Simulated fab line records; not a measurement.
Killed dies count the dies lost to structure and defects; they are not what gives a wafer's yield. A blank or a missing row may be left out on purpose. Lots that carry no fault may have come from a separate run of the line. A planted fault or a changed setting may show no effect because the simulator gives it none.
fab line records -- flow nand-harc
[record] lots = 6, wafers = 18, last-day = 24
route steps=1159 shown P_M0@273 P_M1@285
lots that met no fault: taken from a fault-free run of the same line
start-h: hours from the record's opening day to when the first of the lot's shown wafers began -- wait-h: hours elapsed since this lot's preceding step -- " same as the row above -- L1.1+2: one row covering several wafers at once -- - no value, or no start was given -- * or withheld: withheld -- < > ~ a bound
route shown NAME@n: NAME is a module with steps in the file, n the number in the route of the first one -- usual: mean/standard deviation of fault-free wafers -- same: alike in all rows -- chamber/n: place in a boat -- sites: per-site readings -- _std_site: the values' standard deviation -- _edge_site: the outer-site mean with the inner-site mean subtracted -- radius-mm: for every site, how far away it sits from the centre of the wafer -- mask NAME#n: copy n -- behind: tool/chamber where the wafer was last shaped -- hold: what put the lot on hold/how long, in hours/how the hold closed -- device: which transistor (n, p or np) failed to switch -- end of line: at the end of the route, the tests of the same wafers -- step lacking rows: just its recipe -- killed: count of dies lost to structure and defects at first sort (not the wafer's yield) -- map: a wafer's dies, marking killed ones x, the rest . and places with no die _
set.NAME: the run value of the setting; set.NAME@STEP: its run value at that earlier step -- model.NAME: the simulator's own value behind a step, which no gauge read
lots at selected steps of the route; one table per step, one row per wafer
services: a tool's chamber out of use, with start hour (start-h, from the record's first day; less than 0 if before it), hours out, and reason
[[steps]]
[step NHARC_P_M0_PRE_CLEAN_29]
[recipe] time-s = 30, temp-c = 280, gas = H2/He
[step NHARC_P_M0_PVD_20]
[recipe] target-thk-a = 50, bias-v = 168.6, power-w = 15000, chamber-pressure-pa = 0.12, time-s = 8.06, substrate-temp-c = 50, material = TaN
[step NHARC_P_M0_PVD_21]
[recipe] target-thk-a = 300, chamber-pressure-pa = 5, power-w = 5000, substrate-temp-c = 30, time-s = 20.49, material = Cu
[usual] throttle-valve-pct = 29.5/0.76
lot.wafer,tool,chamber,start-h,wait-h,throttle-valve-pct
L280.4,pvd-sputter-03,-,-,-,30.8
L280.5,pvd-sputter-03,-,-,-,28.0
L280.6,pvd-sputter-03,-,-,-,30.9
L283.3,pvd-sputter-01,-,-,-,29.4
L283.2,pvd-sputter-01,-,-,-,29.9
L283.6,pvd-sputter-01,-,-,-,29.5
L284.1,pvd-sputter-03,-,-,-,27.8
L284.5,pvd-sputter-03,-,-,-,31.3
L284.6,pvd-sputter-03,-,-,-,28.7
L285.4,pvd-sputter-01,-,-,-,30.4
L285.3,pvd-sputter-01,-,-,-,29.8
L285.5,pvd-sputter-01,-,-,-,30.4
L295.3,pvd-sputter-03,-,-,-,29.6
L295.4,pvd-sputter-03,-,-,-,28.9
L295.5,pvd-sputter-03,-,-,-,29.7
L298.1,pvd-sputter-01,-,-,-,29.1
L298.5,pvd-sputter-01,-,-,-,30.5
L298.6,pvd-sputter-01,-,-,-,29.0
[step NHARC_P_M0_ECD_22]
[recipe] target-thk-a = 4000, bath-temp-c = 25, material = Cu
[step NHARC_P_M0_ANNEAL_30]
[recipe] temp-c = 225, time-s = 90
[usual] wafer_temp_C_max = 225.90/0.3
lot.wafer,tool,chamber,start-h,wait-h,wafer_temp_C_max
L280.4,rtp-anneal-01,0,150.39,-,225.89
L280.5,rtp-anneal-01,0,150.39,-,225.76
L280.6,rtp-anneal-01,0,150.39,-,225.85
L283.2,rtp-anneal-01,0,161.73,0.4,226.18
L283.3,rtp-anneal-01,0,161.73,0.4,226.05
L283.6,rtp-anneal-01,0,161.73,0.4,226.08
L284.1,rtp-anneal-02,0,167.46,0.3,226.13
L284.5,rtp-anneal-02,0,167.46,0.3,225.54
L284.6,rtp-anneal-02,0,167.46,0.3,225.68
L285.3,rtp-anneal-01,0,176.38,0.3,226.02
L285.4,rtp-anneal-01,0,176.38,0.3,226.19
L285.5,rtp-anneal-01,0,176.38,0.3,226.05
L295.3,rtp-anneal-02,0,226.24,-,225.68
L295.4,rtp-anneal-02,0,226.24,-,225.89
L295.5,rtp-anneal-02,0,226.24,-,225.59
L298.1,rtp-anneal-01,0,245.08,-,226.01
L298.5,rtp-anneal-01,0,245.08,-,226.19
L298.6,rtp-anneal-01,0,245.08,-,225.73
[step NHARC_P_M0_CMP_23]
[recipe] t-overpolish-s = 20, target-thk-nm = 117.53
[usual] motor-current-A = 12.7/1.6, time-to-endpoint-s = 27.9/2.2
lot.wafer,tool,chamber,start-h,wait-h,motor-current-A,time-to-endpoint-s
L280.4,cmp-02,3,150.58,-,10.3,25.8
L280.5,cmp-02,3,150.58,-,11.0,24.6
L280.6,cmp-02,0,150.58,-,13.0,25.8
L283.2,cmp-04,1,162.06,-,13.2,29.0
L283.3,cmp-04,2,162.06,-,15.6,28.5
L283.6,cmp-04,1,162.06,-,12.8,28.2
L284.1,cmp-02,1,167.80,-,14.7,25.8
L284.6,cmp-02,1,167.80,-,14.8,29.4
L284.5,cmp-02,2,167.80,-,13.1,25.2
L285.4,cmp-03,2,176.68,-,10.5,30.1
L285.3,cmp-03,3,176.68,-,15.9,30.5
L285.5,cmp-03,0,176.68,-,11.5,32.7
L295.3,cmp-04,0,226.51,-,11.4,32.5
L295.4,cmp-04,2,226.51,-,14.4,28.2
L295.5,cmp-04,3,226.51,-,11.6,28.8
L298.1,cmp-04,1,245.51,-,13.4,26.3
L298.6,cmp-04,3,245.51,-,11.3,28.8
L298.5,cmp-04,0,245.51,-,12.1,25.4
[step NHARC_P_M0_THK_MEAS_24]
[recipe] thk-meas-gauge = xrf
[usual] thk-nm = 117.2/1.4
lot.wafer,tool,chamber,start-h,wait-h,thk-nm
L280.4,film-metro-01,-,150.90,-,116.5
L280.5,film-metro-01,-,150.90,-,118.1
L280.6,film-metro-01,-,150.90,-,119.2
L283.2,film-metro-02,-,162.35,-,117.8
L283.3,film-metro-02,-,162.35,-,120.0
L283.6,film-metro-02,-,162.35,-,118.3
L284.1,film-metro-02,-,168.12,-,117.3
L284.5,film-metro-02,-,168.12,-,117.0
L284.6,film-metro-02,-,168.12,-,115.3
L285.3,film-metro-01,-,176.94,-,116.3
L285.4,film-metro-01,-,176.94,-,115.6
L285.5,film-metro-01,-,176.94,-,117.5
L295.3,film-metro-01,-,226.79,-,117.3
L295.4,film-metro-01,-,226.79,-,118.1
L295.5,film-metro-01,-,226.79,-,118.7
L298.1,film-metro-01,-,245.76,-,116.2
L298.5,film-metro-01,-,245.76,-,117.5
L298.6,film-metro-01,-,245.76,-,115.0
[step NHARC_P_M0_SRD_25]
[step NHARC_P_M0_INSPECT_27]
[usual] raw-defect-count = 320/150
lot.wafer,tool,chamber,start-h,wait-h,raw-defect-count
L280.4,defect-inspect-01,-,151.06,0.0,602
L280.5,defect-inspect-01,-,151.06,0.0,438
L280.6,defect-inspect-01,-,151.06,0.0,813
L283.2,defect-inspect-02,-,162.53,0.0,294
L283.3,defect-inspect-02,-,162.53,0.0,580
L283.6,defect-inspect-02,-,162.53,0.0,495
L284.1,defect-inspect-01,-,168.28,0.0,205
L284.5,defect-inspect-01,-,168.28,0.0,309
L284.6,defect-inspect-01,-,168.28,0.0,390
L285.3,defect-inspect-02,-,177.10,0.0,275
L285.4,defect-inspect-02,-,177.10,0.0,458
L285.5,defect-inspect-02,-,177.10,0.0,460
L295.3,defect-inspect-02,-,226.95,0.0,234
L295.4,defect-inspect-02,-,226.95,0.0,172
L295.5,defect-inspect-02,-,226.95,0.0,137
L298.1,defect-inspect-02,-,245.92,0.0,346
L298.5,defect-inspect-02,-,245.92,0.0,534
L298.6,defect-inspect-02,-,245.92,0.0,182
[step NHARC_P_M0_PRE_CLEAN_31]
[recipe] time-s = 12, temp-c = 370, rf-power-w = 300, gas = NH3
[usual] heater-power-w = 634/61
lot.wafer,tool,chamber,start-h,wait-h,heater-power-w
L280.6,pecvd-04,1,151.16,0.1,519
L280.5,pecvd-04,2,151.16,0.1,646
L280.4,pecvd-04,0,151.16,0.1,649
L283.2,pecvd-03,0,162.85,0.3,538
L283.3,pecvd-03,2,162.85,0.3,644
L283.6,pecvd-03,1,162.85,0.3,662
L284.1,pecvd-01,1,168.36,0.1,628
L284.6,pecvd-01,0,168.36,0.1,605
L284.5,pecvd-01,2,168.36,0.1,643
L285.3,pecvd-01,0,177.19,0.1,622
L285.5,pecvd-01,2,177.19,0.1,653
L285.4,pecvd-01,0,177.19,0.1,606
L295.4,pecvd-03,0,227.05,0.1,571
L295.3,pecvd-03,2,227.05,0.1,643
L295.5,pecvd-03,2,227.05,0.1,648
L298.1,pecvd-04,2,245.99,0.1,697
L298.6,pecvd-04,2,245.99,0.1,713
L298.5,pecvd-04,1,245.99,0.1,594
[step NHARC_P_M0_DEP_32]
[recipe] target-thk-a = 300, temp-c = 370, target-thk-nm = 30, pressure-torr = 3, flow-sccm = 200, rf-w = 450, material = SiCN
[usual] chamber-pressure-Torr = 3.002/0.0066, heater-power-outer-w = 312/47, heater-power-w = 571/63
lot.wafer,tool,chamber,start-h,wait-h,chamber-pressure-Torr,heater-power-outer-w,heater-power-w
L280.6,pecvd-04,1,151.33,0.2,3.005,270,508
L280.5,pecvd-04,2,151.33,0.2,2.991,359,607
L280.4,pecvd-04,0,151.33,0.2,3.008,357,621
L283.2,pecvd-03,0,162.93,0.1,2.999,260,511
L283.3,pecvd-03,2,162.93,0.1,3.001,370,651
L283.6,pecvd-03,1,162.93,0.1,3.005,311,589
L284.1,pecvd-01,1,168.47,0.1,3.002,366,628
L284.6,pecvd-01,0,168.47,0.1,2.999,351,623
L284.5,pecvd-01,2,168.47,0.1,3.006,309,577
L285.3,pecvd-01,0,177.33,0.1,2.995,307,583
L285.5,pecvd-01,2,177.33,0.1,3.006,257,510
L285.4,pecvd-01,0,177.33,0.1,2.998,303,575
L295.4,pecvd-03,0,227.26,0.2,3.002,262,494
L295.3,pecvd-03,2,227.26,0.2,3.008,318,580
L295.5,pecvd-03,2,227.26,0.2,2.997,314,590
L298.1,pecvd-04,2,246.07,0.1,3.001,339,552
L298.6,pecvd-04,2,246.07,0.1,3.007,328,545
L298.5,pecvd-04,1,246.07,0.1,3.003,275,536
[step NHARC_P_M1_DEP_00]
[recipe] target-thk-a = 1825, target-thk-nm = 182.5, temp-c = withheld, pressure-torr = 5, flow-sccm = 200, rf-w = 600, material = SiOC
[usual] chamber-pressure-Torr = 5.001/0.011, rf-fwd-power-W = 598.5/1.8
lot.wafer,tool,chamber,start-h,wait-h,chamber-pressure-Torr,rf-fwd-power-W
L280.4,pecvd-04,0,151.73,-,5.001,594.2
L280.5,pecvd-04,1,151.73,-,5.009,599.4
L280.6,pecvd-04,2,151.73,-,4.998,595.4
L283.2,pecvd-03,2,163.32,-,-,-
L283.3,pecvd-03,1,163.32,-,-,-
L283.6,pecvd-03,0,163.32,-,-,-
L284.1,pecvd-04,1,168.88,-,-,-
L284.5,pecvd-04,1,168.88,-,-,-
L284.6,pecvd-04,2,168.88,-,-,-
L285.3,pecvd-01,2,177.64,-,4.992,600.9
L285.4,pecvd-01,0,177.64,-,5.002,598.0
L285.5,pecvd-01,1,177.64,-,4.999,600.2
L295.3,pecvd-04,0,227.77,0.4,5.003,598.7
L295.4,pecvd-04,1,227.77,0.4,4.977,598.5
L295.5,pecvd-04,2,227.77,0.4,4.995,598.2
L298.1,pecvd-04,1,246.65,-,5.000,598.3
L298.5,pecvd-04,0,246.65,-,5.022,600.4
L298.6,pecvd-04,1,246.65,-,4.995,598.4
[step NHARC_P_M1_DEHYDRATE_01]
[recipe] temp-c = 150, time-s = 120
[[services]]
tool,chamber,start-h,hours,kind
cmp-02,-,128.62,4.0,pm
cmp-03,-,144.78,0.5,repair
cmp-04,-,154.28,1.1,repair
cmp-03,-,158.89,4.0,pm
pecvd-04,0,163.40,2.0,repair
cmp-03,-,168.37,3.5,repair
pecvd-01,2,188.40,30.7,repair
pecvd-04,-,195.11,13.0,pm
pecvd-04,0,195.11,13.0,vent-cycle
pecvd-04,1,195.11,13.0,vent-cycle
pecvd-04,2,195.11,14.7,vent-cycle
pvd-sputter-01,-,198.96,10.0,pm
cmp-02,-,201.78,12.6,repair
cmp-04,-,203.11,4.0,pm
cmp-04,-,207.11,-,consumable-replace:conditioner
cmp-04,-,207.11,-,consumable-replace:pad
pecvd-04,0,208.11,-,clean
pecvd-04,1,208.11,-,clean
cmp-02,-,226.62,4.0,pm
cmp-03,-,227.37,2.7,repair
pecvd-01,-,237.31,13.0,pm
pecvd-01,0,237.31,13.0,vent-cycle
pecvd-01,1,237.31,13.0,vent-cycle
pecvd-01,2,237.31,13.0,vent-cycle
[[key]]
[first-sign] step = NHARC_P_M1_DEP_00, reading = tool-record, direction = missing
effect none on later readings
met-at NHARC_P_M1_DEP_00
struck-wafers L283.2,L283.3,L283.6,L284.1,L284.5,L284.6
later-rows-left-out L283.2,L283.3,L283.6,L284.1,L284.5,L284.6
sort-left-out L283.2,L283.3,L283.6,L284.1,L284.5,L284.6
onset-between 151.73 163.32
[fault] kind = skipped-step-whole, tool = pecvd-03,pecvd-04, chamber = -, onset-h = 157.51, steps = NHARC_P_M1_DEP_00, scope = struck-lots-only
// sort-left-out: the simulated sort isn't trusted on such a fault, so these wafers' sort isn't shown, and their yield isn't known
// later-rows-left-out: the simulator's readings of these wafers behind a module that went badly wrong aren't trusted and aren't shown, but for the sort
